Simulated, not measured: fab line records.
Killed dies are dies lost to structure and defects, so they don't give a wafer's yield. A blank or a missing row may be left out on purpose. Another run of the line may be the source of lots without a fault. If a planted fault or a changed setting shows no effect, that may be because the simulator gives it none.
Struck lot and sound lot, side by side + flow n5Finfet + 33 out of 1938 route steps
Sound: the wafers L210.1, L210.3, L210.4. Struck: wafer L199.5. (L199.2 of the same lot was not struck and is left out.) The cause comes at the end.
At each step with rows: each side's tool, then ch and its chambers, then its first start. Under that, the readings that differ: sound wafers + struck wafers + difference of the means + sigmas: that difference in standard deviations of wafers without a fault.
alike: readings whose means differ by less than 2 such deviations, and words and numbers that are the same on both sides. not compared: withheld readings, readings that some wafer has no value for, bounds like >300 that may hide the same value, and numbers for which the record gives no deviation and whose values overlap.
The two part at a step that has a row with sigmas, a row that says differs or no value, or rows on one side only. Non-overlapping numbers with no deviation appear without sigmas and do not part them. Lack of a reading on every wafer of one side parts them only where that side has two or more wafers.

first, 9 steps without rows for these wafers: N5_BEOL_M5_PEB_09 (peb time 60 s); N5_BEOL_M5_DEVELOP_10 (develop time 30 s); N5_BEOL_M5_DESCUM_16 (chemistry O2, time 7 s); N5_BEOL_M5_ETCH_72 (etches underlayer in N2/H2, target depth 6.5 nm, time 5.2 s); N5_BEOL_M5_ETCH_61 (etches SiARC in CF4, target depth 15.6 nm, time 26 s); N5_BEOL_M5_ETCH_62 (etches SOC in N2/H2, target depth 75 nm, overetch 15 nm, time 112.5 s); N5_BEOL_M5_STRIP_63 (strips in N2/H2); N5_BEOL_M5_STRIP_73 (strips in N2/H2); N5_BEOL_M5_STRIP_64 (strips in CF4).
N5_BEOL_M5_HM_OPEN_17: chemistry Cl2/BCl3, target TiN, target depth 20 nm, overetch 6 nm.
  sound on rieMetal-03 ch 0,1, day 13 15:34; struck on rieMetal-01 ch 0, day 11 01:26
| reading                                 | sound      | struck | difference | sigmas |
|-----------------------------------------|------------|--------|------------|--------|
| model.SOC_of_BEOL_M5_COAT_59.thkNm (nm) | 52 51.8 52 | 53.6   | +1.7       |        |
  alike: drypumpMotorCurrentA, oesProductAu, throttleValvePct
  not compared: rfHoursCounterH
then, 20 steps without rows for these wafers: N5_BEOL_M5_STRIP_19 (strips in O2); N5_BEOL_M5_COAT_65 (time 60 s, resist thk 60 nm); N5_BEOL_M5_COAT_66 (time 60 s, resist thk 12 nm); N5_BEOL_M5_COAT_74 (time 60 s, resist thk 5 nm); N5_BEOL_M5_COAT_22 (resist thk 30 nm); N5_BEOL_M5_EBR_24; N5_BEOL_M5_SOFTBAKE_23 (time 60 s); N5_BEOL_M5_EXPOSE_25 (exposes mask V4, defocus 10 nm); N5_BEOL_M5_PEB_26 (peb time 60 s); N5_BEOL_M5_DEVELOP_27 (develop time 30 s); N5_BEOL_M5_DESCUM_33 (chemistry O2, time 7 s); N5_BEOL_M5_ETCH_75 (etches underlayer in N2/H2, target depth 6.5 nm, time 5.2 s); N5_BEOL_M5_ETCH_67 (etches SiARC in CF4, target depth 15.6 nm, time 26 s); N5_BEOL_M5_ETCH_68 (etches SOC in N2/H2, target depth 80 nm, overetch 16 nm, time 120 s); N5_BEOL_M5_STRIP_69 (strips in N2/H2); N5_BEOL_M5_STRIP_76 (strips in N2/H2); N5_BEOL_M5_VIA_ETCH_34 (etches SiCOH lowk in C4F6/O2, target depth 88.3 nm, time 39.2 s); N5_BEOL_M5_STRIP_85 (strips in C4F6/O2); N5_BEOL_M5_STRIP_36 (strips in N2/H2); N5_BEOL_M5_TRENCH_ETCH_37 (etches SiCOH lowk in C4F6/O2, target depth 71.652 nm, time 24.7 s).
N5_BEOL_M5_ETCH_41: etches SiCN in CH3F/O2, target depth 31.5 nm, time 56.7 s.
  sound on rieDiel-04 ch 0,2; struck on rieDiel-04 ch 3
  alike: drypumpMotorCurrentA, oesProductAu, rfVppV, showerheadPlenumPTorr, throttleValvePct
  not compared: rfHoursCounterH, model.BEOL_M5.cdNm
then, 2 steps without rows for these wafers: N5_BEOL_M5_STRIP_91 (strips in N2/H2, time 10 s); N5_PASSIVATION_PROBE_49.

WHERE THEY PART
Nowhere in this record.

WHY: what the simulator had put in
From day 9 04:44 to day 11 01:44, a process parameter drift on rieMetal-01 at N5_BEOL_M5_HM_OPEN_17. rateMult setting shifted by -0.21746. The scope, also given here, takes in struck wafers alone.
